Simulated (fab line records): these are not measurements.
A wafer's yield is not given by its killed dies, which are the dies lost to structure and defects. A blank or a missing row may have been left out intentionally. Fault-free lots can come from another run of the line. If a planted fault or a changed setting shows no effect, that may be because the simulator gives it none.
Which tool is to blame? | flow n5Finfet | 23 lots, 69 wafers sampled, at 3 steps of a route of 1938

== WHAT THE GAUGES READ, wafer by wafer ==
N5_ZERO_LAYER_INSPECT_20: inspects for defects (darkfield).
lot  | measured    | on               | rawDefectCount
L074 | day 1 13:16 | defectInspect-01 | 27 44 29
L075 | day 1 19:23 | defectInspect-01 | 29 30 92
L076 | day 2 01:24 | defectInspect-02 | 16 34 46
L077 | day 2 07:23 | defectInspect-02 | 28 23 19
L078 | day 2 13:23 | defectInspect-01 | 37 17 27
L079 | day 2 19:23 | defectInspect-02 | 21 61 17
L080 | day 3 01:17 | defectInspect-01 | 41 35 38
L081 | day 3 07:20 | defectInspect-01 | 35 39 33
L082 | day 3 13:17 | defectInspect-01 | 100 48 61
L083 | day 3 19:25 | defectInspect-01 | 40 21 35
L084 | day 4 01:16 | defectInspect-02 | 30 29 29
L085 | day 4 07:15 | defectInspect-01 | 26 27 21
L086 | day 4 13:35 | defectInspect-01 | 25 20 45
L087 | day 4 19:16 | defectInspect-01 | 21 33 48
L089 | day 5 07:23 | defectInspect-02 | 50 45 30
L090 | day 5 13:18 | defectInspect-01 | 17 24 35
L091 | day 5 19:25 | defectInspect-02 | 32 55 38
L092 | day 6 01:28 | defectInspect-01 | 24 40 14
L093 | day 6 07:41 | defectInspect-02 | 76 46 72
L094 | day 6 13:23 | defectInspect-01 | 45 32 42
L095 | day 6 19:27 | defectInspect-02 | 31 26 14
L096 | day 7 01:23 | defectInspect-02 | 55 33 40
L097 | day 7 07:31 | defectInspect-01 | 33 59 52

N5_WELL_APT_CD_MEAS_25 targets a cd of 200 nm.
lot  | measured    | on       | cdNm (nm)
L074 | day 1 14:43 | cdSem-01 | 201.1 200.7 196.8
L075 | day 1 21:14 | cdSem-03 | 197.7 199.2 198.4
L076 | day 2 02:50 | cdSem-03 | 201.3 201.9 200.6
L077 | day 2 08:58 | cdSem-01 | 198.0 198.2 198.2
L078 | day 2 15:14 | cdSem-01 | 201.4 199.8 200.3
L079 | day 2 21:05 | cdSem-01 | 200.4 202.4 201.3
L080 | day 3 02:58 | cdSem-02 | 199.8 201.9 201.5
L081 | day 3 09:03 | cdSem-03 | 198.4 199.5 200.0
L082 | day 3 14:52 | cdSem-01 | 199.7 199.5 200.5
L083 | day 3 20:51 | cdSem-02 | 198.8 198.0 199.2
L084 | day 4 03:02 | cdSem-02 | 202.1 202.5 203.7
L085 | day 4 08:48 | cdSem-03 | 201.0 200.1 201.2
L086 | day 4 15:11 | cdSem-01 | 196.3 194.6 196.8
L087 | day 4 20:41 | cdSem-02 | 200.5 202.1 201.9
L089 | day 5 09:03 | cdSem-02 | 201.6 200.6 201.8
L090 | day 5 14:50 | cdSem-01 | 198.0 201.0 199.3
L091 | day 5 20:58 | cdSem-02 | 199.7 200.4 201.2
L092 | day 6 03:33 | cdSem-01 | 201.6 201.6 200.5
L093 | day 6 09:15 | cdSem-01 | 198.8 201.0 201.0
L094 | day 6 15:05 | cdSem-02 | 201.7 199.6 201.6
L095 | day 6 20:53 | cdSem-02 | 201.3 200.9 200.3
L096 | day 7 02:50 | cdSem-02 | 201.3 201.4 201.0
L097 | day 7 09:11 | cdSem-01 | 200.0 201.1 200.4

N5_WELL_APT_OVL_MEAS_26.
lot  | measured    | on         | PWELL_OVL (nm)
L074 | day 1 14:45 | overlay-01 | 6 -2 -5
L075 | day 1 21:16 | overlay-01 | -2 -3 -4
L076 | day 2 02:52 | overlay-01 | -4 -4 -5
L077 | day 2 09:00 | overlay-02 | 4 -1 1
L078 | day 2 15:16 | overlay-01 | 4 1 -4
L079 | day 2 21:07 | overlay-02 | 10 -7 7
L080 | day 3 02:59 | overlay-02 | 8 1 6
L081 | day 3 09:05 | overlay-01 | -2 10 4
L082 | day 3 14:53 | overlay-02 | 9 -5 6
L083 | day 3 20:53 | overlay-01 | 3 -6 -3
L084 | day 4 03:04 | overlay-01 | 4 3 -4
L085 | day 4 08:50 | overlay-01 | -7 0 3
L086 | day 4 15:13 | overlay-02 | -4 2 -4
L087 | day 4 20:43 | overlay-02 | 5 4 4
L089 | day 5 09:05 | overlay-01 | 6 7 7
L090 | day 5 14:52 | overlay-01 | 2 3 7
L091 | day 5 21:00 | overlay-01 | 1 -9 -4
L092 | day 6 03:35 | overlay-01 | -9 -6 -10
L093 | day 6 09:17 | overlay-02 | -3 0 -7
L094 | day 6 15:07 | overlay-01 | -4 5 0
L095 | day 6 20:55 | overlay-01 | -9 -4 -1
L096 | day 7 02:52 | overlay-02 | -1 0 0
L097 | day 7 09:13 | overlay-02 | -12 -7 -12

== WHAT TOOL EACH LOT RAN ON (gives the tool, then ch and the chambers of the sampled wafers, and finally the start) ==
Record: no process step prior to these readings.

== WHAT THE TOOLS THEMSELVES READ (means of the sampled wafers that have a number; where no wafer has one, the mark that the record gives instead) ==
The record holds no such reading with a usual standard deviation.

== THE ANSWER, worked out from the rows above alone ==
Rule: the usual values come from the lots themselves. Put in order of their means at a reading, lots are off if they are a third of the lots or fewer, leave a main group of 4 or more, and stand apart from it by a gap of 3 or more times the standard deviation of the main group's means; of several such gaps the widest counts. Not used: any main group whose means are identical at the precision the tables above print for the reading. Also off: a lot with no number at a reading for which 4 or more lots have one. Any other lot the step has rows for is counted as sound. First the gauges in route order, then the tools' own readings, where a lot's mean is used as printed above. The first step at which some lot is off is used, and at that step the reading that is off furthest; a lot without a number counts as furthest.
Across all readings shown, no lot is off: no conclusion can be drawn from this.

== WHAT WAS PUT IN BY THE SIMULATOR ==
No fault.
